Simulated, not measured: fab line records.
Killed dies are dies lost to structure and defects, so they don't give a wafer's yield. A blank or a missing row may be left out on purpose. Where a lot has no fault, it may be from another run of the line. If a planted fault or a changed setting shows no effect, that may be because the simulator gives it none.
fab line records	flow nand_harc
record lots=24	wafers=72	last_day=24
route steps=1159 shown A_CONTACT@902 A_BLC@977
lots untouched by any fault: they come from a run of this same line in which no faults occurred
start_h: hours from the record's first day to the start of the lot's first wafer shown	wait_h: hours elapsed since this lot's preceding step	" unchanged from the row above	L1.1+2: a row that stands for several wafers	- no value, or no start was given	* or withheld: withheld	< > ~ a bound
route shown NAME@n: NAME is a module with steps in the file, n the number in the route of the first one	usual: mean/standard deviation of fault-free wafers	same: alike in all rows	chamber/n: place in a boat	sites: the reading at each site	_std_site: how widely they spread, as a standard deviation	_edge_site: the outer-site mean with the inner-site mean subtracted	radius_mm: how far each site lies from the wafer's centre	mask NAME#n: copy n	behind: the last tool/chamber to shape the wafer	hold: why the lot was held/for how many hours/how that ended	device: the transistor (n, p or np) that didn't switch	end of line: tests of these same wafers at the route's end	where a step has no rows: the recipe by itself	killed: at the first sort, the dies lost to defects and structure; wafer yield is something else	map: the dies of a wafer, with x for killed, . for not killed, _ for no die there
set.NAME: the setting as run; set.NAME@STEP: as run at that earlier step	model.NAME: the simulator's own value behind a step, which no gauge read
a sample of lots followed through the steps of the route, with each step as a table and each wafer as a row
services: when a tool's chamber went out of use (start_h, in hours from the record's first day, below 0 if earlier), for how many hours, and the reason
## steps
# step NHARC_A_CONTACT_ETCH_77
# recipe target_depth_a=726	time_s=36.3	cf4_flow_sccm=100	chf3_flow_sccm=30	ar_flow_sccm=0	rf_w=500	bias_w=200	chemistry=CF4/CHF3
# usual drypump_motor_current_A=5.7/0.38	oes_product_au=0.933/0.018	rf_vpp_V=369.5/2	showerhead_plenum_p_Torr=1.54/0.055	throttle_valve_pct=16.802/0.011
lot.wafer	tool	chamber	start_h	wait_h	drypump_motor_current_A	oes_product_au	rf_hours_counter_h	rf_vpp_V	showerhead_plenum_p_Torr	throttle_valve_pct
L074.3	rie_diel-07	3	-	-	5.3	0.929	54	370.2	1.55	16.815
L074.2	"	0	"	"	5.8	0.935	48	375.0	1.67	16.814
L074.4	"	1	"	"	5.7	0.943	50	369.4	1.55	16.798
L075.3	rie_diel-07	0	-	-	5.7	0.926	49	374.6	1.67	16.802
L075.4	"	3	"	"	5.2	0.924	55	370.3	1.55	16.789
L075.6	"	1	"	"	5.6	0.920	-	371.3	1.55	16.806
L076.1	rie_diel-01	2	-	-	6.0	0.960	26	370.7	1.61	16.802
L076.5	"	0	"	"	6.7	0.966	-	366.2	1.46	16.812
L076.6	"	2	"	"	6.0	0.966	-	371.4	1.61	16.820
L079.1	rie_diel-13	0	-	-	5.2	0.923	18	368.5	1.49	16.790
L079.2	"	2	"	"	5.9	0.937	18	369.7	1.51	16.812
L079.6	"	0	"	"	5.2	0.925	-	369.2	1.49	16.784
L081.1	rie_diel-07	2	-	-	5.9	0.973	61	373.3	1.57	16.819
L081.2	"	3	"	"	5.3	0.969	63	370.1	1.55	16.803
L081.6	"	3	"	"	5.2	0.976	-	369.8	1.55	16.808
L077.1	rie_diel-13	3	-	-	6.0	0.928	20	371.2	1.61	16.808
L077.5	"	3	"	"	6.0	0.926	-	371.0	1.61	16.811
L077.6	"	0	"	"	5.2	0.931	-	368.7	1.49	16.800
L080.3	rie_diel-13	2	-	-	6.0	0.945	20	367.3	1.51	16.802
L080.1	"	3	"	"	6.0	0.938	21	373.7	1.61	16.797
L080.6	"	1	"	"	5.5	0.926	-	367.7	1.50	16.791
L078.1	rie_diel-13	2	-	-	6.0	0.938	20	369.1	1.51	16.800
L078.4	"	3	"	"	5.9	0.934	21	372.3	1.61	16.805
L078.2	"	1	"	"	5.5	0.924	22	368.6	1.50	16.806
L082.2	rie_diel-13	1	-	-	5.4	0.915	25	368.0	1.50	16.790
L082.3	"	3	"	"	6.0	0.937	24	371.8	1.61	16.779
L082.6	"	2	"	"	6.0	0.937	-	368.4	1.51	16.793
L084.1	rie_diel-13	0	-	-	5.2	0.968	26	367.4	1.49	16.809
L084.2	"	2	"	"	6.0	0.956	26	367.4	1.51	16.802
L084.5	"	0	"	"	5.2	0.960	-	368.2	1.49	16.821
L086.1	rie_diel-13	0	-	-	5.2	0.918	27	368.6	1.49	16.800
L086.5	"	0	"	"	5.2	0.920	-	368.5	1.49	16.799
L086.6	"	1	"	"	5.4	0.910	-	368.9	1.50	16.801
L085.1	rie_diel-13	1	-	-	5.5	0.924	29	368.6	1.50	16.795
L085.4	"	2	"	"	5.9	0.945	27	368.9	1.51	16.814
L085.6	"	3	"	"	6.0	0.931	-	372.9	1.61	16.820
L083.3	rie_diel-13	2	-	-	6.0	0.958	28	368.9	1.51	16.805
L083.1	"	0	"	"	5.2	0.949	28	368.5	1.49	16.812
L083.6	"	2	"	"	6.0	0.963	-	368.8	1.51	16.804
L088.2	rie_diel-07	1	-	-	5.6	0.922	10	369.1	1.55	16.809
L088.3	"	0	"	"	5.8	0.923	10	375.4	1.67	16.807
L088.6	"	2	"	"	5.9	0.930	-	370.8	1.57	16.801
L087.1	rie_diel-07	1	-	-	5.6	0.928	12	369.1	1.55	16.787
L087.3	"	2	"	"	5.9	0.926	12	370.8	1.57	16.802
L087.4	"	3	"	"	5.3	0.920	12	368.5	1.54	16.809
L089.1	rie_diel-01	1	-	-	5.1	0.916	46	368.1	1.48	16.808
L089.6	"	2	"	"	6.0	0.917	-	371.7	1.60	16.786
L089.5	"	3	"	"	5.3	0.910	-	369.3	1.53	16.796
L090.4	rie_diel-13	3	-	-	6.0	0.969	2	371.0	1.61	16.818
L090.6	"	0	"	"	5.2	0.980	-	368.1	1.49	16.794
L090.5	"	1	"	"	5.5	0.946	-	366.3	1.50	16.806
L092.4	rie_diel-01	1	-	-	5.1	0.911	57	367.6	1.48	16.800
L092.5	"	0	"	"	6.7	0.930	-	365.9	1.45	16.813
L092.6	"	1	"	"	5.1	0.901	-	365.0	1.48	16.802
L093.1	rie_diel-07	3	-	-	5.2	0.903	24	368.9	1.54	16.814
L093.3	"	0	"	"	5.8	0.916	25	373.9	1.66	16.805
L093.4	"	2	"	"	5.9	0.919	24	369.9	1.57	16.813
L091.1	rie_diel-13	0	-	-	5.2	0.924	5	368.4	1.49	16.807
L091.3	"	1	"	"	5.4	0.915	5	369.4	1.50	16.822
L091.4	"	2	"	"	5.9	0.928	4	368.1	1.51	16.796
L094.4	rie_diel-13	0	-	-	5.2	0.929	5	367.5	1.49	16.810
L094.5	"	1	"	"	5.5	0.910	-	367.9	1.50	16.808
L094.6	"	2	"	"	5.9	0.934	-	368.8	1.51	16.817
L095.4	rie_diel-13	2	-	-	5.9	0.926	9	368.0	1.51	16.786
L095.2	"	3	"	"	5.9	0.934	8	371.3	1.60	16.792
L095.1	"	1	"	"	5.5	0.917	9	368.9	1.50	16.791
L096.4	rie_diel-13	0	-	-	5.2	0.930	9	367.4	1.49	16.802
L096.3	"	2	"	"	6.0	0.918	10	369.7	1.51	16.805
L096.6	"	0	"	"	5.2	0.927	-	366.6	1.49	16.813
L097.2	rie_diel-13	1	-	-	5.4	0.917	12	368.9	1.50	16.799
L097.4	"	2	"	"	6.0	0.929	12	366.6	1.51	16.832
L097.1	"	0	"	"	5.2	0.915	12	368.7	1.49	16.796
# step NHARC_A_CONTACT_DEP_84
# recipe target_thk_a=20000	temp_c=400	material=aC
# usual throttle_valve_pct=35.000/0.0097
lot.wafer	tool	chamber	start_h	wait_h	throttle_valve_pct
L074.2	acl_dep-03	0	390.45	-	35.012
L074.3	"	0	"	"	35.006
L074.4	"	0	"	"	34.990
L075.3	acl_dep-03	0	393.58	-	35.001
L075.4	"	0	"	"	34.998
L075.6	"	0	"	"	34.989
L079.1	acl_dep-01	0	398.35	-	34.991
L079.2	"	0	"	"	34.992
L079.6	"	0	"	"	35.006
L076.1	acl_dep-01	0	399.62	-	35.002
L076.5	"	0	"	"	34.991
L076.6	"	0	"	"	34.998
L081.1	acl_dep-02	0	409.33	-	35.018
L081.2	"	0	"	"	35.018
L081.6	"	0	"	"	34.998
L077.1	acl_dep-02	0	413.11	-	35.001
L077.5	"	0	"	"	35.002
L077.6	"	0	"	"	35.003
L080.1	acl_dep-01	0	414.74	-	35.008
L080.3	"	0	"	"	35.004
L080.6	"	0	"	"	35.003
L078.1	acl_dep-01	0	415.99	-	35.006
L078.2	"	0	"	"	35.016
L078.4	"	0	"	"	35.005
L082.2	acl_dep-03	0	437.18	-	34.986
L082.3	"	0	"	"	35.006
L082.6	"	0	"	"	34.995
L084.1	acl_dep-03	0	446.01	-	34.991
L084.2	"	0	"	"	34.980
L084.5	"	0	"	"	35.009
L086.1	acl_dep-03	0	447.23	-	34.989
L086.5	"	0	"	"	34.995
L086.6	"	0	"	"	35.012
L085.1	acl_dep-03	0	450.79	-	35.014
L085.4	"	0	"	"	35.006
L085.6	"	0	"	"	34.995
L083.1	acl_dep-03	0	452.02	-	34.997
L083.3	"	0	"	"	35.001
L083.6	"	0	"	"	35.002
L088.2	acl_dep-03	0	460.17	-	35.016
L088.3	"	0	"	"	35.004
L088.6	"	0	"	"	34.985
L087.1	acl_dep-02	0	465.42	-	34.998
L087.3	"	0	"	"	35.000
L087.4	"	0	"	"	34.984
L089.1	acl_dep-01	0	466.51	-	35.000
L089.5	"	0	"	"	34.988
L089.6	"	0	"	"	35.013
L090.4	acl_dep-03	0	478.46	-	34.989
L090.5	"	0	"	"	35.005
L090.6	"	0	"	"	35.011
L092.4	acl_dep-01	0	494.71	-	34.994
L092.5	"	0	"	"	35.006
L092.6	"	0	"	"	35.006
L093.1	acl_dep-02	0	496.18	-	34.994
L093.3	"	0	"	"	35.000
L093.4	"	0	"	"	35.007
L091.1	acl_dep-02	0	497.42	-	35.005
L091.3	"	0	"	"	34.987
L091.4	"	0	"	"	34.988
L094.4	acl_dep-02	0	499.29	-	34.998
L094.5	"	0	"	"	35.005
L094.6	"	0	"	"	35.004
L095.1	acl_dep-02	0	518.56	-	34.999
L095.2	"	0	"	"	35.016
L095.4	"	0	"	"	34.992
L096.3	acl_dep-03	0	522.51	-	35.007
L096.4	"	0	"	"	35.030
L096.6	"	0	"	"	34.994
L097.1	acl_dep-02	0	527.56	-	35.003
L097.2	"	0	"	"	34.999
L097.4	"	0	"	"	34.995
# step NHARC_A_CONTACT_ETCH_139
# recipe source_w=withheld	pressure_mtorr=20	bias_v=400	time_s=137	target_depth_a=5900	ar_flow_sccm=withheld	c4f8_flow_sccm=11.5	o2_flow_sccm=7.2	chemistry=C4F8/O2/Ar
# usual oes_air_line_au=0.997/0.02
lot.wafer	tool	chamber	start_h	wait_h	oes_air_line_au	rf_hours_counter_h
L074.2	har_cap_etch-02	1	394.02	0.1	1.042	13
L074.3	"	0	"	"	1.016	-
L074.4	"	1	"	"	0.996	-
L075.4	har_cap_etch-02	1	397.10	0.1	0.997	-
L075.3	"	0	"	"	0.997	-
L075.6	"	1	"	"	1.017	-
L079.2	har_cap_etch-02	0	402.23	0.1	1.017	14
L079.1	"	1	"	"	0.979	14
L079.6	"	0	"	"	1.013	-
L076.1	har_cap_etch-03	0	403.35	0.1	1.006	85
L076.6	"	0	"	"	1.023	-
L076.5	"	1	"	"	0.995	-
L081.1	har_cap_etch-01	0	413.36	0.1	0.988	66
L081.2	"	1	"	"	0.976	66
L081.6	"	1	"	"	0.965	-
L077.1	har_cap_etch-02	1	417.00	0.1	1.006	17
L077.5	"	1	"	"	0.994	-
L077.6	"	0	"	"	1.014	-
L080.1	har_cap_etch-01	1	418.68	0.1	0.977	67
L080.3	"	0	"	"	0.963	-
L080.6	"	1	"	"	1.004	-
L078.1	har_cap_etch-03	1	419.91	0.1	0.973	88
L078.2	"	0	"	"	1.004	88
L078.4	"	1	"	"	0.978	-
L082.2	har_cap_etch-03	1	440.75	0.1	0.979	90
L082.3	"	0	"	"	0.986	-
L082.6	"	0	"	"	0.984	-
L084.2	har_cap_etch-02	0	449.97	0.1	1.017	23
L084.1	"	1	"	"	1.046	23
L084.5	"	0	"	"	1.029	-
L086.1	har_cap_etch-01	0	450.96	0.1	0.969	73
L086.5	"	0	"	"	0.993	-
L086.6	"	1	"	"	1.009	-
L085.1	har_cap_etch-01	1	455.00	0.1	0.996	74
L085.4	"	1	"	"	0.999	-
L085.6	"	0	"	"	1.013	-
L083.1	har_cap_etch-03	1	456.71	0.2	1.007	95
L083.3	"	0	"	"	1.015	-
L083.6	"	0	"	"	1.030	-
L088.2	har_cap_etch-03	1	464.33	0.1	1.000	95
L088.3	"	1	"	"	1.002	-
L088.6	"	1	"	"	0.994	-
L087.1	har_cap_etch-03	0	469.42	0.1	0.977	96
L087.4	"	1	"	"	0.976	-
L087.3	"	0	"	"	0.965	-
L089.1	har_cap_etch-02	0	470.43	0.1	1.031	27
L089.6	"	0	"	"	0.999	-
L089.5	"	1	"	"	0.994	-
L090.4	har_cap_etch-01	0	481.80	0.2	0.981	-
L090.6	"	1	"	"	0.983	-
L090.5	"	0	"	"	0.998	-
L092.4	har_cap_etch-03	1	498.15	0.1	1.017	-
L092.5	"	1	"	"	1.030	-
L092.6	"	0	"	"	1.011	-
L093.1	har_cap_etch-02	0	500.07	0.1	1.007	32
L093.3	"	1	"	"	0.996	-
L093.4	"	0	"	"	1.017	-
L091.1	har_cap_etch-01	0	501.43	0.1	1.007	82
L091.4	"	0	"	"	0.966	-
L091.3	"	1	"	"	0.986	-
L094.4	har_cap_etch-03	0	502.62	0.2	1.025	-
L094.5	"	1	"	"	0.972	-
L094.6	"	0	"	"	1.054	-
L095.1	har_cap_etch-02	0	522.98	0.1	1.032	35
L095.2	"	1	"	"	1.002	35
L095.4	"	0	"	"	0.999	-
L096.4	har_cap_etch-02	0	526.62	0.1	1.023	-
L096.3	"	1	"	"	0.972	-
L096.6	"	0	"	"	1.004	-
L097.1	har_cap_etch-03	1	531.41	0.1	0.985	107
L097.2	"	0	"	"	0.987	107
L097.4	"	1	"	"	1.008	-
# step NHARC_A_CONTACT_ETCH_98
# recipe target_depth_a=200	over_etch_frac=0.5	time_s=10	ion_energy_ev=250	c4f6_flow_sccm=25	o2_flow_sccm=20	ar_flow_sccm=500	rf_w=600	bias_w=500	chemistry=C4F6/O2
# usual c4f6_flow_sccm=25.01/0.072	drypump_motor_current_A=5.7/0.36	oes_product_au=0.958/0.018	rf_vpp_V=545.4/2.9	showerhead_plenum_p_Torr=3.86/0.13	throttle_valve_pct=26.904/0.0096
lot.wafer	tool	chamber	start_h	wait_h	c4f6_flow_sccm	drypump_motor_current_A	oes_product_au	rf_hours_counter_h	rf_vpp_V	showerhead_plenum_p_Torr	throttle_valve_pct
L074.3	rie_diel-01	3	394.93	0.5	25.18	5.4	0.963	29	543.8	3.84	26.901
L074.2	"	0	"	"	24.98	6.7	0.981	29	540.6	3.66	26.906
L074.4	"	3	"	"	25.07	5.3	0.962	-	545.7	3.84	26.900
L075.4	rie_diel-07	2	-	-	25.04	6.0	0.955	58	546.4	3.93	26.901
L075.3	"	1	"	"	25.04	5.7	0.954	56	546.3	3.87	26.918
L075.6	"	2	"	"	24.99	6.0	0.957	-	546.8	3.93	26.900
L079.1	rie_diel-13	1	402.83	0.2	24.89	5.5	0.965	20	542.2	3.76	26.924
L079.2	"	0	"	"	24.94	5.2	0.980	19	543.1	3.73	26.889
L079.6	"	0	"	"	24.94	5.2	0.965	-	543.5	3.73	26.920
L076.1	rie_diel-13	0	403.93	0.1	24.91	5.2	0.945	19	543.1	3.73	26.898
L076.6	"	0	"	"	24.88	5.2	0.945	-	542.6	3.73	26.890
L076.5	"	1	"	"	24.91	5.5	0.955	-	543.4	3.76	26.911
L081.2	rie_diel-13	1	-	-	25.10	5.5	0.945	22	543.9	3.76	26.902
L081.1	"	2	"	"	25.04	6.0	0.988	21	542.1	3.77	26.904
L081.6	"	0	"	"	25.06	5.2	0.945	-	543.3	3.73	26.907
L077.1	rie_diel-13	2	-	-	24.98	6.0	0.961	22	541.3	3.77	26.906
L077.5	"	1	"	"	25.11	5.5	0.944	-	544.2	3.76	26.910
L077.6	"	2	"	"	25.03	6.0	0.965	-	542.8	3.77	26.894
L080.3	rie_diel-01	2	-	-	25.11	6.0	0.958	35	549.1	4.00	26.903
L080.1	"	0	"	"	25.09	6.8	0.955	38	543.2	3.65	26.913
L080.6	"	3	"	"	24.92	5.3	0.946	-	545.8	3.84	26.923
L078.4	rie_diel-07	2	-	-	24.95	5.9	1.005	2	548.1	3.92	26.892
L078.1	"	3	"	"	25.06	5.3	0.990	2	545.6	3.86	26.902
L078.2	"	0	"	"	24.99	5.8	1.007	1	551.5	4.15	26.909
L082.2	rie_diel-07	1	-	-	25.08	5.6	0.919	6	544.2	3.87	26.888
L082.3	"	3	"	"	24.89	5.3	0.945	6	546.0	3.85	26.896
L082.6	"	0	"	"	25.00	5.9	0.916	-	553.1	4.15	26.910
L084.2	rie_diel-13	0	-	-	24.97	5.2	0.956	29	542.8	3.72	26.901
L084.1	"	2	"	"	25.04	6.0	0.938	29	544.7	3.77	26.919
L084.5	"	0	"	"	25.01	5.2	0.955	-	543.1	3.72	26.908
L086.1	rie_diel-13	0	-	-	25.04	5.2	0.948	30	544.2	3.72	26.914
L086.6	"	1	"	"	24.95	5.5	0.930	-	542.9	3.75	26.911
L086.5	"	2	"	"	25.06	6.0	0.972	-	544.6	3.77	26.896
L085.1	rie_diel-07	2	-	-	25.01	5.9	0.974	10	547.7	3.92	26.923
L085.4	"	3	"	"	25.03	5.3	0.964	11	544.1	3.85	26.907
L085.6	"	3	"	"	25.10	5.3	0.964	-	544.5	3.85	26.906
L083.3	rie_diel-07	2	-	-	24.96	5.9	0.967	11	545.9	3.92	26.902
L083.1	"	3	"	"	25.19	5.3	0.962	12	544.9	3.85	26.908
L083.6	"	3	"	"	25.09	5.2	0.958	-	545.0	3.85	26.902
L088.2	rie_diel-13	1	-	-	25.07	5.5	0.999	0	542.7	3.75	26.895
L088.3	"	2	"	"	25.07	6.0	1.010	0	544.5	3.77	26.906
L088.6	"	0	"	"	25.07	5.2	1.006	-	541.5	3.72	26.905
L087.1	rie_diel-01	2	-	-	25.10	6.0	0.942	56	548.1	3.98	26.910
L087.4	"	3	"	"	24.96	5.4	0.930	59	545.5	3.82	26.896
L087.3	"	1	"	"	25.06	5.2	0.936	50	542.0	3.70	26.874
L089.1	rie_diel-07	3	-	-	25.03	5.3	0.961	17	547.3	3.85	26.905
L089.6	"	3	"	"	25.01	5.3	0.966	-	545.5	3.85	26.905
L089.5	"	0	"	"	25.08	5.7	0.981	-	550.8	4.14	26.896
L090.4	rie_diel-13	2	-	-	25.07	6.0	0.958	3	542.9	3.77	26.911
L090.6	"	3	"	"	25.10	6.0	0.938	-	549.8	4.00	26.915
L090.5	"	0	"	"	24.95	5.2	0.946	-	543.7	3.72	26.915
L092.4	rie_diel-07	1	-	-	25.16	5.6	0.938	27	546.9	3.85	26.906
L092.5	"	0	"	"	25.05	5.8	0.944	-	551.5	4.13	26.910
L092.6	"	1	"	"	25.01	5.6	0.939	-	545.9	3.85	26.905
L093.1	rie_diel-13	1	-	-	24.92	5.5	0.956	7	543.6	3.75	26.896
L093.3	"	2	"	"	25.10	6.0	0.964	7	542.5	3.76	26.909
L093.4	"	3	"	"	25.05	6.0	0.948	7	549.8	4.00	26.882
L091.1	rie_diel-13	0	-	-	24.99	5.2	0.963	8	542.2	3.72	26.912
L091.3	"	1	"	"	24.96	5.5	0.948	8	544.1	3.75	26.907
L091.4	"	3	"	"	25.01	6.0	0.947	7	548.0	4.00	26.908
L094.4	rie_diel-13	2	-	-	24.90	6.0	0.941	8	541.2	3.76	26.892
L094.6	"	1	"	"	25.06	5.5	0.935	-	542.8	3.75	26.905
L094.5	"	2	"	"	24.97	6.0	0.948	-	543.4	3.76	26.900
L095.1	rie_diel-07	3	-	-	24.97	5.3	0.957	35	544.0	3.84	26.895
L095.2	"	0	"	"	25.00	5.9	0.985	38	550.1	4.13	26.899
L095.4	"	2	"	"	24.88	5.9	0.957	35	545.4	3.90	26.884
L096.3	rie_diel-13	1	-	-	24.96	5.4	0.942	13	543.8	3.74	26.893
L096.4	"	3	"	"	25.10	6.0	0.927	13	548.3	3.99	26.889
L096.6	"	2	"	"	24.95	6.0	0.957	-	544.1	3.76	26.909
L097.1	rie_diel-13	2	-	-	24.94	6.0	0.958	15	543.5	3.76	26.903
L097.2	"	3	"	"	24.92	6.0	0.958	15	548.5	3.99	26.909
L097.4	"	0	"	"	24.99	5.2	0.974	15	540.7	3.71	26.905
# step NHARC_A_CONTACT_INSPECT_23
# usual raw_defect_count=455/140
lot.wafer	tool	chamber	start_h	wait_h	raw_defect_count
L074.2	defect_inspect-01	-	398.11	0.1	396
L074.3	"	-	"	"	484
L074.4	"	-	"	"	467
L075.3	defect_inspect-02	-	400.09	0.1	293
L075.4	"	-	"	"	385
L075.6	"	-	"	"	321
L079.1	defect_inspect-02	-	409.77	0.1	472
L079.2	"	-	"	"	387
L079.6	"	-	"	"	521
L076.1	defect_inspect-01	-	409.96	0.1	285
L076.5	"	-	"	"	346
L076.6	"	-	"	"	392
L081.1	defect_inspect-02	-	417.99	0.1	462
L081.2	"	-	"	"	559
L081.6	"	-	"	"	714
L077.1	defect_inspect-01	-	420.07	0.1	519
L077.5	"	-	"	"	479
L077.6	"	-	"	"	672
L080.1	defect_inspect-02	-	424.21	0.1	316
L080.3	"	-	"	"	431
L080.6	"	-	"	"	300
L078.1	defect_inspect-01	-	424.97	0.1	310
L078.2	"	-	"	"	332
L078.4	"	-	"	"	319
L082.2	defect_inspect-01	-	447.99	0.1	463
L082.3	"	-	"	"	352
L082.6	"	-	"	"	446
L084.1	defect_inspect-01	-	454.06	0.1	389
L084.2	"	-	"	"	412
L084.5	"	-	"	"	374
L086.1	defect_inspect-02	-	454.50	0.1	483
L086.5	"	-	"	"	315
L086.6	"	-	"	"	338
L085.1	defect_inspect-01	-	459.21	0.1	337
L085.4	"	-	"	"	344
L085.6	"	-	"	"	333
L083.1	defect_inspect-02	-	459.96	0.1	629
L083.3	"	-	"	"	475
L083.6	"	-	"	"	418
L088.2	defect_inspect-01	-	467.42	0.1	513
L088.3	"	-	"	"	394
L088.6	"	-	"	"	315
L087.1	defect_inspect-01	-	480.11	0.1	404
L087.3	"	-	"	"	392
L087.4	"	-	"	"	317
L089.1	defect_inspect-02	-	480.57	0.1	560
L089.5	"	-	"	"	441
L089.6	"	-	"	"	366
L090.4	defect_inspect-01	-	493.76	0.1	301
L090.5	"	-	"	"	338
L090.6	"	-	"	"	274
L092.4	defect_inspect-02	-	504.69	0.1	361
L092.5	"	-	"	"	344
L092.6	"	-	"	"	508
L093.1	defect_inspect-01	-	506.53	0.1	614
L093.3	"	-	"	"	583
L093.4	"	-	"	"	467
L091.1	defect_inspect-02	-	507.24	0.1	500
L091.3	"	-	"	"	528
L091.4	"	-	"	"	273
L094.4	defect_inspect-02	-	513.72	1.5	329
L094.5	"	-	"	"	495
L094.6	"	-	"	"	426
L095.1	defect_inspect-02	-	526.36	0.1	483
L095.2	"	-	"	"	605
L095.4	"	-	"	"	676
L096.3	defect_inspect-02	-	529.69	0.1	638
L096.4	"	-	"	"	433
L096.6	"	-	"	"	686
L097.1	defect_inspect-02	-	535.08	0.1	325
L097.2	"	-	"	"	454
L097.4	"	-	"	"	393
# step NHARC_A_BLC_DESCUM_15
# recipe time_s=3	o2_flow_sccm=200	ar_flow_sccm=0	bias_power_w=0	chemistry=O2
# usual drypump_motor_current_A=5.7/0.44	oes_product_au=0.996/0.01	rf_vpp_V=57.8/0.87	showerhead_plenum_p_Torr=1.92/0.08	throttle_valve_pct=11.311/0.0094
lot.wafer	tool	chamber	start_h	wait_h	drypump_motor_current_A	oes_product_au	rf_hours_counter_h	rf_vpp_V	showerhead_plenum_p_Torr	throttle_valve_pct
L074.4	rie_diel-02	2	398.80	0.1	5.3	1.001	5	58.4	1.89	11.307
L074.3	"	3	"	"	5.5	0.999	4	57.3	1.77	11.302
L074.2	"	1	"	"	5.0	0.977	5	58.3	1.90	11.322
L075.3	rie_diel-09	1	400.78	0.1	6.5	1.001	19	57.4	1.95	11.315
L075.6	"	1	"	"	6.5	1.004	-	58.7	1.95	11.332
L075.4	"	0	"	"	6.0	1.008	-	57.9	1.92	11.313
L079.2	rie_diel-09	0	410.49	0.1	6.0	0.999	16	59.7	1.92	11.331
L079.1	"	1	"	"	6.5	1.004	20	58.2	1.95	11.311
L079.6	"	1	"	"	6.5	0.999	-	57.7	1.95	11.328
L076.1	rie_diel-02	1	410.53	0.1	5.0	0.979	6	57.2	1.90	11.313
L076.6	"	0	"	"	5.6	0.986	-	57.8	1.98	11.320
L076.5	"	1	"	"	5.0	0.983	-	56.8	1.90	11.298
L081.2	rie_diel-02	0	418.56	0.1	5.6	0.982	7	57.9	1.98	11.314
L081.1	"	2	"	"	5.3	1.007	7	56.8	1.88	11.304
L081.6	"	3	"	"	5.5	1.000	-	58.1	1.77	11.324
L077.1	rie_diel-09	1	420.65	0.1	6.5	1.005	21	58.1	1.95	11.319
L077.5	"	0	"	"	6.0	0.993	-	58.1	1.92	11.304
L077.6	"	1	"	"	6.5	0.995	-	57.7	1.95	11.306
L080.3	rie_diel-02	2	424.80	0.1	5.3	0.996	8	57.7	1.88	11.311
L080.1	"	3	"	"	5.6	0.997	7	57.3	1.77	11.312
L080.6	"	1	"	"	4.9	0.982	-	57.3	1.89	11.315
L078.2	rie_diel-02	1	425.67	0.1	5.0	0.986	8	58.4	1.89	11.302
L078.1	"	2	"	"	5.3	1.010	8	58.0	1.88	11.302
L078.4	"	3	"	"	5.6	1.002	7	57.0	1.77	11.310
L082.3	rie_diel-09	0	448.69	0.1	6.0	0.987	1	58.7	1.92	11.327
L082.2	"	1	"	"	6.5	1.001	1	58.3	1.95	11.326
L082.6	"	3	"	"	5.9	0.998	-	56.8	2.00	11.307
L084.1	rie_diel-09	1	454.78	0.1	6.5	0.999	2	58.3	1.95	11.309
L084.2	"	3	"	"	5.9	0.985	2	57.5	2.00	11.302
L084.5	"	3	"	"	5.9	0.994	-	59.9	2.00	11.305
L086.1	rie_diel-02	3	455.23	0.1	5.5	0.995	10	56.8	1.77	11.309
L086.5	"	2	"	"	5.3	1.006	-	57.2	1.88	11.317
L086.6	"	3	"	"	5.6	0.991	-	56.6	1.77	11.319
L085.1	rie_diel-02	2	459.78	0.1	5.2	1.010	11	57.9	1.88	11.309
L085.4	"	3	"	"	5.5	0.990	10	56.6	1.77	11.304
L085.6	"	1	"	"	4.9	0.989	-	56.4	1.89	11.300
L083.1	rie_diel-08	1	460.67	0.1	5.5	0.999	56	57.2	1.87	11.302
L083.3	"	2	"	"	5.9	0.998	64	57.9	1.81	11.325
L083.6	"	1	"	"	5.5	0.988	-	56.3	1.87	11.324
L088.3	rie_diel-09	0	468.11	0.1	6.0	0.990	5	58.0	1.92	11.314
L088.2	"	3	"	"	5.8	0.987	5	57.3	2.00	11.304
L088.6	"	0	"	"	6.0	0.999	-	57.4	1.92	11.315
L087.3	rie_diel-02	0	480.68	0.1	5.6	0.998	13	59.4	1.98	11.292
L087.4	"	1	"	"	5.0	0.980	14	57.2	1.89	11.311
L087.1	"	2	"	"	5.3	1.018	14	58.6	1.88	11.317
L089.1	rie_diel-02	2	481.26	0.1	5.3	1.001	14	56.1	1.88	11.303
L089.6	"	2	"	"	5.3	1.008	-	57.4	1.88	11.319
L089.5	"	3	"	"	5.6	0.982	-	57.7	1.77	11.295
L090.4	rie_diel-02	1	494.45	0.1	5.0	0.970	15	58.2	1.89	11.308
L090.5	"	1	"	"	5.0	0.966	-	58.4	1.89	11.284
L090.6	"	2	"	"	5.3	1.006	-	57.4	1.88	11.304
L092.4	rie_diel-08	1	505.41	0.1	5.5	0.991	7	57.8	1.86	11.310
L092.5	"	3	"	"	5.5	0.997	-	58.1	2.07	11.314
L092.6	"	0	"	"	5.8	1.010	-	60.2	2.07	11.300
L093.1	rie_diel-09	0	507.22	0.1	6.0	1.010	8	60.2	1.92	11.325
L093.4	"	2	"	"	6.2	1.003	1	57.5	1.95	11.313
L093.3	"	3	"	"	5.9	1.001	8	58.3	2.00	11.310
L091.4	rie_diel-08	3	507.95	0.1	5.5	0.999	7	58.4	2.07	11.320
L091.1	"	1	"	"	5.5	1.006	8	59.0	1.86	11.308
L091.3	"	2	"	"	6.0	1.001	8	57.7	1.80	11.303
L094.4	rie_diel-09	0	514.48	0.1	6.0	1.010	-	57.4	1.92	11.314
L094.5	"	2	"	"	6.2	1.004	-	57.0	1.95	11.305
L094.6	"	3	"	"	5.9	0.996	-	58.0	2.00	11.303
L095.2	rie_diel-02	1	527.06	0.1	5.0	0.996	2	57.7	1.89	11.315
L095.1	"	2	"	"	5.2	1.023	2	58.3	1.88	11.310
L095.4	"	3	"	"	5.6	0.995	-	57.2	1.77	11.314
L096.3	rie_diel-09	2	530.39	0.1	6.2	1.014	4	58.8	1.95	11.301
L096.4	"	2	"	"	6.2	1.010	-	58.4	1.95	11.310
L096.6	"	3	"	"	5.9	0.999	-	57.0	2.00	11.300
L097.1	rie_diel-02	1	535.64	0.1	5.0	0.985	3	58.1	1.89	11.306
L097.4	"	3	"	"	5.6	1.002	2	56.0	1.77	11.303
L097.2	"	0	"	"	5.6	1.004	1	57.6	1.98	11.292
## services
tool	chamber	start_h	hours	kind
rie_diel-13	0	383.23	-	clean
rie_diel-13	1	383.23	-	clean
rie_diel-13	2	383.23	-	clean
rie_diel-13	3	383.23	-	clean
rie_diel-01	1	385.95	10.3	repair
rie_diel-09	2	398.02	100.3	repair
rie_diel-13	2	401.11	8.7	repair
rie_diel-07	-	405.57	9.0	pm
acl_dep-03	-	406.18	13.0	pm
har_cap_etch-03	-	429.71	0.7	repair
rie_diel-09	-	431.10	9.0	pm
rie_diel-13	-	453.26	9.0	pm
rie_diel-09	-	469.69	0.6	repair
har_cap_etch-02	-	472.27	0.2	repair
acl_dep-01	-	476.75	13.0	pm
rie_diel-08	-	479.90	9.0	pm
rie_diel-01	-	491.93	9.0	pm
har_cap_etch-02	-	504.24	2.4	repair
rie_diel-02	-	504.76	9.0	pm
rie_diel-09	1	512.44	7.1	repair
rie_diel-09	0	520.62	11.6	repair
rie_diel-02	0	522.32	9.9	repair
rie_diel-01	2	525.56	1.5	repair
acl_dep-02	-	533.16	13.0	pm
## key
fault none
